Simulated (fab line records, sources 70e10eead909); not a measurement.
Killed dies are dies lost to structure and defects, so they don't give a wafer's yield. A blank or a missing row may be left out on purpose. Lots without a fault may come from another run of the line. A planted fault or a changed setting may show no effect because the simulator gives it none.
Chamber matching | flow nand_harc | NHARC_A_CHANNEL_FILL_D1_CMP_10 on cmp-03: 4 sister chambers
The step polishes, target thk 150 nm. 8 wafers are shown with their chamber, then 7 later ones without.

WAFERS WITH THEIR CHAMBER
wafer  | chamber | motor_current_A (A) | time_to_endpoint_s (s)
L339.2 | 1       | 11.3                | 14.8
L339.5 | 3       | 11.7                | 14.7
L339.6 | 0       | 12.2                | 17.5
L348.1 | 3       | 11.1                | 13.0
L348.3 | 1       | 11.5                | 13.2
L348.4 | 2       | 11.4                | 12.9
L349.1 | 0       | 12.2                | 15.9
L349.3 | 2       | 11.3                | 16.2

WAFERS WITHOUT THEIR CHAMBER
wafer  | motor_current_A (A) | time_to_endpoint_s (s)
L349.4 | 11.2                | 15.1
L357.2 | 10.9                | 12.1
L357.3 | 11.9                | 17.9
L357.4 | 11.5                | 15.5
L358.1 | 11.9                | 16.0
L358.3 | 11.3                | 16.3
L358.6 | 11.6                | 15.6

WHICH CHAMBER EACH WENT THROUGH
wafer  | from the rows above               | in truth
L349.4 | can't be placed: 2 or 1 or 3      | 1
L357.2 | can't be placed: 3 or 1 or 2      | 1
L357.3 | can't be placed: 0 or 2 or 1 or 3 | 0
L357.4 | can't be placed: 2 or 1 or 3      | 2
L358.1 | can't be placed: 0 or 1 or 2 or 3 | 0
L358.3 | can't be placed: 2 or 1 or 3      | 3
L358.6 | can't be placed: 2 or 1 or 3 or 0 | 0
Placed correctly: 0 of 7. Can't be placed from these rows: 7 (the true chamber is among the candidates in 7). Placed wrongly: 0.
How it was worked out, from the rows above alone: a wafer's distance from a chamber is the root of the sum, over the readings, of the square of ((its reading less the chamber's mean) divided by the reading's scatter). The wafer belongs to the nearest chamber; if the next one is less than 2 further off, it can't be placed. A chamber's mean is the mean of its shown wafers. The scatter: the root of (the sum of the squares of (reading less its chamber's mean) over the shown wafers, divided by (wafers less chambers)).
